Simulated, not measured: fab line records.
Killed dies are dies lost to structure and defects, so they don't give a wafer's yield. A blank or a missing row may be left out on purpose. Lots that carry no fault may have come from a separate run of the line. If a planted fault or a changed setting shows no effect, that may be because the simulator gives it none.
Problem report in the 8D (eight disciplines) form, filled by code | flow n5_finfet | the parts of the form that need people (team, actions taken, sign-off) are left out

1. WHAT IS WRONG
Wafers without a fault read 222, standard deviation 64; raw_defect_count at N5_FIN_SAQP_INSPECT_40 reads a mean of 669 on 2 wafers belonging to 2 lots. That puts it +7.0 standard deviations away from the usual mean.
The step: inspects for defects (brightfield).
The first sign was on wafer L639.5 at day 5 03:08, on defect_inspect-02. Wafers with a number at this step in the record: 28, from 10 lots. Rule for "out", or "out of limits": more than 4 standard deviations from the usual mean. Any other wafer with a number is counted as sound.

2. WHAT IT IS, AND WHAT IT ISN'T
question                    | is                                   | is not
which readings at this step | raw_defect_count                     | -
which lots                  | L639, L644                           | L628, L631, L634, L635, L636, L641, L645, L650
which wafers of those lots  | L639.5, L644.6                       | L644.3, L644.5
read on which gauges        | defect_inspect-01, defect_inspect-02 | -
when                        | from day 5 03:08                     | up to then (15 sound wafers); but 11 sound wafers of L641, L644, L645, L650 came after

3. SUSPECTS, AND WHAT RULES EACH OUT
Counting: a tool at a process step up to the reading stays a suspect if it ran every lot that is out. Sound lots after the first of them don't rule it out here, since some wafers of a struck lot are sound.
- the gauge at N5_FIN_SAQP_INSPECT_40 has been ruled out. The wafers that are out were read on 2 gauges (defect_inspect-01, defect_inspect-02).
- rie_diel-04 at N5_FIN_SAQP_ETCH_57 (etches SiNx in CH3F/O2, target depth 32.5 nm, time 46.4 s): kept. It ran every lot that is out, first L639 (day 5 00:53).
- vapor_etch-02 at N5_FIN_SAQP_RECESS_63 (chemistry HF/NH3, target SiO2, target depth 18 nm, afs cycles 3, sublimation time 60 s): kept. Every lot that is out went through it, the first being L639 (day 5 01:19); the last sound lot it ran before that was L636 (day 4 06:14).
- vapor_etch-02 at N5_FIN_SAQP_RECESS_71 (chemistry HF/NH3, target SiO2, target depth 3 nm, afs cycles 1, sublimation time 60 s): kept. Every lot that is out went through it, the first being L639 (day 5 01:46); the last sound lot it ran before that was L634 (day 3 18:58).
- At N5_FIN_SAQP_RECESS_63 on vapor_etch-02, chamber 1 took the sound wafers of the same lots and chamber 0 took the wafers that are out.
After the count, these remain: rie_diel-04 at N5_FIN_SAQP_ETCH_57, vapor_etch-02 at N5_FIN_SAQP_RECESS_63 and vapor_etch-02 at N5_FIN_SAQP_RECESS_71.

4. THE CAUSE (what the simulator had put in)
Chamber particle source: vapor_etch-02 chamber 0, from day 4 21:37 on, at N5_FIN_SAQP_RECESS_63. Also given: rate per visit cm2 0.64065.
Counting left 3 suspects, and this tool is among them.

5. SEQUENCE OF EFFECTS, ordered by route
One row per reading whose mean, taken over the struck wafers that have a number, lies over 3 standard deviations from the usual. Scope: only readings with a usual standard deviation given in the record; hours: median across lots of the time from each lot's start at the first step in this table that gives one to its start at this step; sigmas: change in usual standard deviations.
hours | step                    | reading             | usual | on struck wafers | change | sigmas
0     | N5_FIN_SAQP_INSPECT_40  | raw_defect_count    | 222   | 669              | +447   | +7.0
0     | N5_FIN_CUT_INSPECT_10   | raw_defect_count    | 42    | 483              | +441   | +37
2     | N5_FIN_CUT_INSPECT_17   | raw_defect_count    | 226   | 676              | +450   | +7.1
270   | N5_PASSIVATION_PROBE_49 | killed_at_front_end | 44    | 82               | +38    | +3.2
Its process steps:
- N5_PASSIVATION_PROBE_49

6. WHAT WOULD HAVE CAUGHT IT SOONER
The first out-of-limits reading at a measuring or inspecting step in this record came at day 5 03:08, 6 hours after the fault's start at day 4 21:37.
An alarm limit of 4 standard deviations would not have fired on the tool readings at N5_FIN_SAQP_RECESS_63 for which the record gives a usual standard deviation, since none of them was out on any struck wafer.
Among the 2 lots that are out, L644 began N5_FIN_SAQP_RECESS_63 on vapor_etch-02 after day 5 03:08. Had the tool been put on hold then, it would have been spared.
